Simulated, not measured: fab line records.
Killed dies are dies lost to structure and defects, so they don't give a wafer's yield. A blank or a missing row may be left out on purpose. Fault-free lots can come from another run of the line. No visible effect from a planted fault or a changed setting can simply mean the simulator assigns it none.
Which of the tools did it? :: flow nand-harc :: 13 lots, 39 wafers sampled, at 5 steps of a route of 1159

## WHAT THE GAUGES READ, wafer by wafer
NHARC_P_ZERO_WELL_CD_MEAS_24: target cd 720 nm. Usual: 719.9 nm for cd-nm, sd 1.7.
lot: L255
measured: day 2 08:38
on: cd-sem-03
cd-nm (nm): 718.8 718.8 720.0
flag: 

lot: L256
measured: day 2 14:38
on: cd-sem-01
cd-nm (nm): 721.1 719.2 720.8
flag: 

lot: L258
measured: day 3 02:48
on: cd-sem-03
cd-nm (nm): 722.8 723.7 722.0
flag: 

lot: L259
measured: day 3 09:07
on: cd-sem-01
cd-nm (nm): 718.2 718.7 718.7
flag: 

lot: L260
measured: day 3 14:36
on: cd-sem-02
cd-nm (nm): 719.8 721.2 721.7
flag: 

lot: L268
measured: day 5 14:31
on: cd-sem-02
cd-nm (nm): 720.2 720.4 720.8
flag: 

lot: L269
measured: day 5 20:31
on: cd-sem-03
cd-nm (nm): 720.8 719.3 720.2
flag: 

lot: L270
measured: day 6 02:30
on: cd-sem-03
cd-nm (nm): 718.8 720.2 719.7
flag: 

lot: L271
measured: day 6 08:37
on: cd-sem-02
cd-nm (nm): 720.2 719.4 718.7
flag: 

lot: L272
measured: day 6 14:50
on: cd-sem-02
cd-nm (nm): 722.1 721.6 722.7
flag: 

lot: L273
measured: day 6 20:24
on: cd-sem-02
cd-nm (nm): 719.6 720.3 721.8
flag: 

lot: L274
measured: day 7 03:01
on: cd-sem-02
cd-nm (nm): 723.1 721.2 720.1
flag: 

lot: L275
measured: day 7 08:39
on: cd-sem-01
cd-nm (nm): 718.9 718.4 717.8
flag: 

NHARC_P_GATE_CD_MEAS_91: target cd 2000 nm. Usual: 2000.0 nm for cd-nm, sd 1.2.
lot: L255
measured: day 6 07:58
on: cd-sem-03
cd-nm (nm): 1998.9 1999.4 2001.0
flag: 

lot: L256
measured: day 6 07:46
on: cd-sem-02
cd-nm (nm): 2000.7 2000.4 2003.0
flag: 

lot: L268
measured: day 9 17:25
on: cd-sem-02
cd-nm (nm): 1998.4 1999.1 1999.1
flag: 

lot: L269
measured: day 10 01:04
on: cd-sem-03
cd-nm (nm): 1998.6 2000.4 2001.0
flag: 

lot: L270
measured: day 10 06:55
on: cd-sem-03
cd-nm (nm): 1999.9 2000.7 1998.5
flag: 

lot: L271
measured: day 10 00:50
on: cd-sem-01
cd-nm (nm): 1999.0 2001.3 2000.6
flag: 

lot: L272
measured: day 10 01:31
on: cd-sem-03
cd-nm (nm): 1999.5 2000.8 2001.3
flag: 

lot: L273
measured: day 10 18:04
on: cd-sem-03
cd-nm (nm): 2000.4 2002.7 2001.2
flag: 

lot: L274
measured: day 10 17:29
on: cd-sem-03
cd-nm (nm): 2000.0 2002.1 2000.0
flag: 

lot: L275
measured: day 11 00:52
on: cd-sem-02
cd-nm (nm): 2000.6 2000.6 1999.8
flag: 

NHARC_P_CONTACT_INSPECT_14. Usual: 3.7 for raw-defect-count, sd 2.
lot: L255
measured: day 6 12:48
on: defect-inspect-02
raw-defect-count: 2 1 2
flag: 

lot: L256
measured: day 6 12:37
on: defect-inspect-02
raw-defect-count: 1 6 0
flag: 

lot: L268
measured: day 9 22:20
on: defect-inspect-01
raw-defect-count: 3 1 2
flag: 

lot: L269
measured: day 10 06:56
on: defect-inspect-01
raw-defect-count: 2 3 3
flag: 

lot: L270
measured: day 10 11:54
on: defect-inspect-01
raw-defect-count: 4 1 3
flag: 

lot: L271
measured: day 10 05:48
on: defect-inspect-02
raw-defect-count: 2 2 3
flag: 

lot: L272
measured: day 10 06:37
on: defect-inspect-01
raw-defect-count: 3 1 3
flag: 

lot: L273
measured: day 10 23:22
on: defect-inspect-01
raw-defect-count: 4 5 3
flag: 

lot: L274
measured: day 10 22:53
on: defect-inspect-02
raw-defect-count: 4 8 0
flag: 

lot: L275
measured: day 11 05:35
on: defect-inspect-01
raw-defect-count: 4 4 2
flag: 

NHARC_END_SORT_01. Usual: killed-at-array 29, standard deviation 11; killed-at-other 0.6, standard deviation 0.92; killed-at-periphery 3.2, standard deviation 2; killed-dies 33, standard deviation 11; killed-open 3.2, standard deviation 2; killed-short 1.9, standard deviation 1.5.
lot: L258
measured: day 21 04:48
on: prober-01
killed-at-array: 31 38 30
killed-at-other: 1 1 3
killed-at-periphery: 645 638 644
killed-dies: 677 677 677
killed-open: 1 0 3
killed-short: 2 1 4
flag: OFF

lot: L259
measured: day 21 07:18
on: prober-02
killed-at-array: 12 12 17
killed-at-other: 2 6 0
killed-at-periphery: 663 659 660
killed-dies: 677 677 677
killed-open: 0 4 8
killed-short: 3 2 3
flag: OFF

lot: L260
measured: day 21 14:29
on: prober-01
killed-at-array: 46 58 43
killed-at-other: 1 2 0
killed-at-periphery: 630 617 634
killed-dies: 677 677 677
killed-open: 4 10 5
killed-short: 4 3 1
flag: OFF

## WHICH TOOL RAN EACH LOT (tool, then ch and the chambers of the sampled wafers, then the start)
lot: L255
NHARC_P_ZERO_WELL_ETCH_65: rie-diel-10 ch 0,1,3, day 2 07:31

lot: L256
NHARC_P_ZERO_WELL_ETCH_65: rie-diel-09 ch 2,3, day 2 13:30

lot: L258
NHARC_P_ZERO_WELL_ETCH_65: rie-diel-10 ch 2,3, day 3 01:43

lot: L259
NHARC_P_ZERO_WELL_ETCH_65: rie-diel-09 ch 0,2,3, day 3 07:32

lot: L260
NHARC_P_ZERO_WELL_ETCH_65: rie-diel-10 ch 2,3, day 3 13:30

lot: L268
NHARC_P_ZERO_WELL_ETCH_65: rie-diel-07 ch 1,2,3, day 5 13:23

lot: L269
NHARC_P_ZERO_WELL_ETCH_65: rie-diel-10 ch 2,3, day 5 19:22

lot: L270
NHARC_P_ZERO_WELL_ETCH_65: rie-diel-07 ch 2,3, day 6 01:30

lot: L271
NHARC_P_ZERO_WELL_ETCH_65: rie-diel-07 ch 1,2,3, day 6 07:29

lot: L272
NHARC_P_ZERO_WELL_ETCH_65: rie-diel-09 ch 0,1,2, day 6 13:41

lot: L273
NHARC_P_ZERO_WELL_ETCH_65: rie-diel-09 ch 1,2, day 6 19:24

lot: L274
NHARC_P_ZERO_WELL_ETCH_65: rie-diel-09 ch 0,1,2, day 7 01:29

lot: L275
NHARC_P_ZERO_WELL_ETCH_65: rie-diel-07 ch 0,1,2, day 7 07:32
- NHARC_P_ZERO_WELL_ETCH_65: etches the open film in N2/H2, target depth 80 nm, overetch 24 nm, time 87.88 s.

## AS READ BY THE TOOLS THEMSELVES (means over the sampled wafers that have a number; for cases with no such wafer, the mark the record gives instead)
NHARC_P_ZERO_WELL_ETCH_65. Usual: value, then standard deviation, for each; bias-w 150.0 W / 0.44; chamber-pressure-mTorr 30.001 mTorr / 0.03; drypump-motor-current-A 5.9 A / 0.4; oes-product-au 0.999 a.u. / 0.0075; rf-vpp-V 429.4 V / 1.5; showerhead-plenum-p-Torr 2.00 Torr / 0.045; throttle-valve-pct 14.172 % / 0.0097.
lot: L255
tool: rie-diel-10
bias-w (W): 150.2
chamber-pressure-mTorr (mTorr): 29.971
drypump-motor-current-A (A): 5.7
oes-product-au (a.u.): 0.997
rf-vpp-V (V): 428.2
showerhead-plenum-p-Torr (Torr): 1.96
throttle-valve-pct (%): 14.172
flag: 

lot: L256
tool: rie-diel-09
bias-w (W): 150.1
chamber-pressure-mTorr (mTorr): 29.978
drypump-motor-current-A (A): 6.2
oes-product-au (a.u.): 0.992
rf-vpp-V (V): 432.0
showerhead-plenum-p-Torr (Torr): 2.09
throttle-valve-pct (%): 14.178
flag: 

lot: L258
tool: rie-diel-10
bias-w (W): -
chamber-pressure-mTorr (mTorr): -
drypump-motor-current-A (A): -
oes-product-au (a.u.): -
rf-vpp-V (V): -
showerhead-plenum-p-Torr (Torr): -
throttle-valve-pct (%): -
flag: OFF

lot: L259
tool: rie-diel-09
bias-w (W): -
chamber-pressure-mTorr (mTorr): -
drypump-motor-current-A (A): -
oes-product-au (a.u.): -
rf-vpp-V (V): -
showerhead-plenum-p-Torr (Torr): -
throttle-valve-pct (%): -
flag: OFF

lot: L260
tool: rie-diel-10
bias-w (W): -
chamber-pressure-mTorr (mTorr): -
drypump-motor-current-A (A): -
oes-product-au (a.u.): -
rf-vpp-V (V): -
showerhead-plenum-p-Torr (Torr): -
throttle-valve-pct (%): -
flag: OFF

lot: L268
tool: rie-diel-07
bias-w (W): 150.0
chamber-pressure-mTorr (mTorr): 29.991
drypump-motor-current-A (A): 5.9
oes-product-au (a.u.): 1.004
rf-vpp-V (V): 430.1
showerhead-plenum-p-Torr (Torr): 2.01
throttle-valve-pct (%): 14.164
flag: 

lot: L269
tool: rie-diel-10
bias-w (W): 149.9
chamber-pressure-mTorr (mTorr): 29.998
drypump-motor-current-A (A): 6.0
oes-product-au (a.u.): 1.007
rf-vpp-V (V): 429.0
showerhead-plenum-p-Torr (Torr): 1.98
throttle-valve-pct (%): 14.167
flag: 

lot: L270
tool: rie-diel-07
bias-w (W): 150.2
chamber-pressure-mTorr (mTorr): 29.965
drypump-motor-current-A (A): 6.2
oes-product-au (a.u.): 0.997
rf-vpp-V (V): 428.8
showerhead-plenum-p-Torr (Torr): 1.99
throttle-valve-pct (%): 14.171
flag: 

lot: L271
tool: rie-diel-07
bias-w (W): 149.8
chamber-pressure-mTorr (mTorr): 29.956
drypump-motor-current-A (A): 5.8
oes-product-au (a.u.): 1.005
rf-vpp-V (V): 430.0
showerhead-plenum-p-Torr (Torr): 2.01
throttle-valve-pct (%): 14.175
flag: 

lot: L272
tool: rie-diel-09
bias-w (W): 150.1
chamber-pressure-mTorr (mTorr): 30.014
drypump-motor-current-A (A): 6.1
oes-product-au (a.u.): 1.007
rf-vpp-V (V): 429.3
showerhead-plenum-p-Torr (Torr): 1.99
throttle-valve-pct (%): 14.163
flag: 

lot: L273
tool: rie-diel-09
bias-w (W): 149.9
chamber-pressure-mTorr (mTorr): 30.032
drypump-motor-current-A (A): 6.1
oes-product-au (a.u.): 0.993
rf-vpp-V (V): 429.0
showerhead-plenum-p-Torr (Torr): 1.99
throttle-valve-pct (%): 14.166
flag: 

lot: L274
tool: rie-diel-09
bias-w (W): 150.1
chamber-pressure-mTorr (mTorr): 30.006
drypump-motor-current-A (A): 6.1
oes-product-au (a.u.): 1.002
rf-vpp-V (V): 429.5
showerhead-plenum-p-Torr (Torr): 1.99
throttle-valve-pct (%): 14.180
flag: 

lot: L275
tool: rie-diel-07
bias-w (W): 149.7
chamber-pressure-mTorr (mTorr): 29.975
drypump-motor-current-A (A): 5.6
oes-product-au (a.u.): 1.004
rf-vpp-V (V): 430.1
showerhead-plenum-p-Torr (Torr): 2.02
throttle-valve-pct (%): 14.180
flag: 

## THE ANSWER, worked out from the rows above alone
Rule: a lot counts as off when the mean over its wafers that have a number is more than 3 standard deviations away from the usual mean. A lot without any number at a reading at which 4 lots or more have one is off too. Where the step has rows for the other lots, those lots are counted as sound. Order of review: gauges by route order, followed by the tools' own readings, for which a lot's mean as printed above is used. At the first step where some lot is off, the reading lying furthest off is the one used; lots without a number count as furthest.
Off: L258, L259, L260, at NHARC_END_SORT_01 (killed-at-periphery). Neither off nor sound, because the step has no rows for them: L255, L256, L268, L269, L270, L271, L272, L273, L274, L275.
A tool fits if, at a process step before that reading, it ran every lot that is off, and no sound lot after the first of them. The gauges at NHARC_END_SORT_01 aren't tried: what is off there is off at NHARC_P_ZERO_WELL_ETCH_65 too, on other tools, and a gauge's error can't cause that. Of those tried, none fits.

## WHAT THE SIMULATOR HAD INSERTED
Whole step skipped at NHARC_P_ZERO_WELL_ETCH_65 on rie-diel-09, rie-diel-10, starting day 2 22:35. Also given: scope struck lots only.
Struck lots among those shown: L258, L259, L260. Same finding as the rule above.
